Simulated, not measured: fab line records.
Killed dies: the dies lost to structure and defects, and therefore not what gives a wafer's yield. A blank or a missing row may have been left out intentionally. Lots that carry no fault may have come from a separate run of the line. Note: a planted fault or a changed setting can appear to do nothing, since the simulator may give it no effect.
Problem report, 8D (eight disciplines) form, completed by code ; flow nand_harc ; the parts of the form that need people (team, actions taken, sign-off) are left out

== 1. WHAT WENT WRONG ==
At NHARC_A_ONON_D1_THK_MEAS_24, thk_nm averages 303 nm over 3 wafers from 3 lots, while fault-free wafers read 999 nm, standard deviation 11. That puts it -63 standard deviations away from the usual mean.
The step: measures by ellipsometry.
Seen first at day 9 19:59 on film_metro-02, wafer L900.1. The record has a number at this step for 40 wafers belonging to 14 lots. The rule behind "out" and "out of limits": a value lying over 4 standard deviations away from the usual mean. The rest of the wafers with a number are treated as sound.

== 2. WHAT IT IS, WHAT IT ISN'T ==
question;is;is not
which readings at this step;thk_nm;-
which lots;L900, L903, L906;L892, L893, L894, L895, L896, L897, L907, L909, L910, L913, L915
which wafers of those lots;L900.1, L903.1, L906.4;L900.6, L903.3, L906.3, L906.6
read on which gauges;film_metro-01, film_metro-02;-
when;from day 9 19:59;"up to then (19 sound wafers); but 18 sound wafers of L903, L906, L907, L909, L910, L913, L915 came after"

== 3. THE SUSPECTS, EACH WITH WHAT RULES IT OUT ==
Counting: if a tool at a process step up to the reading ran every lot that is out, it stays a suspect. Sound lots after the first of them don't rule it out here, since some wafers of a struck lot are sound.
- ruled out: the gauge at NHARC_A_ONON_D1_THK_MEAS_24. The wafers that are out were read on 2 gauges (film_metro-01, film_metro-02).
- pecvd_onon-04 at NHARC_A_ONON_D1_DEP_22 (target thk 1000 nm): kept. Every lot that is out went through it, the first being L900 (day 9 19:28); the last sound lot it ran before that was L897 (day 9 13:02).
After counting, what remains is pecvd_onon-04 at NHARC_A_ONON_D1_DEP_22.

== 4. THE CAUSE (what the simulator had put in) ==
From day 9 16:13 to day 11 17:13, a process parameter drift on pecvd_onon-04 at NHARC_A_ONON_D1_DEP_22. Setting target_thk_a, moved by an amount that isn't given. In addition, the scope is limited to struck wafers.
This tool alone remained once counting was done.

== 5. THE CHAIN OF EFFECTS, in route order ==
Each row: a reading whose mean over the struck wafers that have a number lies more than 3 standard deviations from the usual. Scope: only readings with a usual standard deviation given in the record; hours: median across lots of the time from each lot's start at the first step in this table that gives one to its start at this step; sigmas: change in usual standard deviations.
hours;step;reading;usual;on struck wafers;change;sigmas
0;NHARC_A_ONON_D1_THK_MEAS_24;thk_nm;999 nm;303;-696;-63
284;NHARC_END_SORT_01;killed_at_array;29;675;+646;+69
284;NHARC_END_SORT_01;killed_dies;32;677;+645;+72

== 6. WHAT WOULD HAVE CAUGHT IT SOONER ==
4 hours passed between the start of the fault at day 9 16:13 and the first reading out of limits at a measuring or inspecting step in this record, taken at day 9 19:59.
Lots out: 3; of these, L903, L906 started NHARC_A_ONON_D1_DEP_22 on pecvd_onon-04 after day 9 19:59. A hold on the tool at that time would have spared those 2.
